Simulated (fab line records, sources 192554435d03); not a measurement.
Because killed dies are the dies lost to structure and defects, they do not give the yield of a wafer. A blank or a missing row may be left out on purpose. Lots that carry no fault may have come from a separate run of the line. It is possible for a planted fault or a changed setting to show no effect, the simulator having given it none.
8D (eight disciplines) problem report, filled in by code | flow n5_finfet | the parts of the form that need people (team, actions taken, sign-off) are left out

## 1. THE PROBLEM
A mean of 661.2 W is read at N5_PASSIVATION_PASS_ETCH_74 for rf_fwd_power_W, taken on 1 wafer of 1 lot, against 532.6 W (standard deviation 1.6) on wafers free of any fault. That puts it +80 standard deviations away from the usual mean.
The step: etches SiNx in CF4/O2, target depth 220 nm, time 110 s.
The first sign was on wafer L396.2 at day 17 21:08, on rie_diel-03. The record has a number at this step for 15 wafers belonging to 5 lots. The rule behind "out" and "out of limits": a value lying over 4 standard deviations away from the usual mean. The rest of the wafers with a number are treated as sound.

## 2. WHAT THIS IS AND IS NOT
question                    | is                | is not
which readings at this step | rf_fwd_power_W    | drypump_motor_current_A, oes_product_au, showerhead_plenum_p_Torr, throttle_valve_pct
which lots                  | L396              | L379, L388, L395, L398
which wafers of those lots  | L396.2            | L396.4, L396.6
read on which tools         | rie_diel-03       | rie_diel-04
when                        | from day 17 21:08 | up to then (11 sound wafers); but 3 sound wafers of L398 came after

## 3. SUSPECTS, AND WHAT RULES EACH OUT
Counting: a tool at a process step up to the reading stays a suspect if it ran every lot that is out. Sound lots after the first of them don't rule it out here, since some wafers of a struck lot are sound.
- rie_diel-03 at N5_PASSIVATION_DESCUM_12 (chemistry O2, time 7.9 s): kept. L396, the lot that is out, went through it at day 17 21:05; up to then, the latest sound lot through it was L379 at day 13 17:07.
- rie_diel-03 at N5_PASSIVATION_PASS_ETCH_74 (etches SiNx in CF4/O2, target depth 220 nm, time 110 s): kept. L396, the lot that is out, went through it at day 17 21:08; up to then, the latest sound lot through it was L379 at day 13 17:10. Its own rf_fwd_power_W readings are out on those wafers.
- Within rie_diel-03 at N5_PASSIVATION_DESCUM_12: the wafers that are out ran in chamber 2; their sound lot-mates ran in chambers 0, 1.
- Within rie_diel-03 at N5_PASSIVATION_PASS_ETCH_74: the wafers that are out ran in chamber 2; their sound lot-mates ran in chambers 0, 1.
Remaining after the count are rie_diel-03 at N5_PASSIVATION_DESCUM_12 and rie_diel-03 at N5_PASSIVATION_PASS_ETCH_74.

## 4. THE CAUSE (what the simulator had put in)
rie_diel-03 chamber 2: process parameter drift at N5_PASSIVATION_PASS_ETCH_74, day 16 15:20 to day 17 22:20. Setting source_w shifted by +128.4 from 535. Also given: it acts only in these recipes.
Counting leaves 2 suspects; this tool is one of them.

## 5. SEQUENCE OF EFFECTS, ordered by route
Each row: a reading whose mean over the struck wafers that have a number lies more than 3 standard deviations from the usual. Only readings whose record carries a usual standard deviation are examined. hours: median over the lots of the time between each lot's start at the first step of this table that gives one and its start at this step. sigmas: the change, counted in usual standard deviations.
hours | step                        | reading        | usual   | on struck wafers | change | sigmas
0     | N5_PASSIVATION_PASS_ETCH_74 | rf_fwd_power_W | 532.6 W | 661.2            | +128.6 | +80
The process steps in it:
- N5_PASSIVATION_PASS_ETCH_74: etches SiNx in CF4/O2, target depth 220 nm, time 110 s.

## 6. WHAT WOULD HAVE CAUGHT IT SOONER
In this record the first reading out of limits was taken at day 17 21:08, 30 hours after the fault began at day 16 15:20.
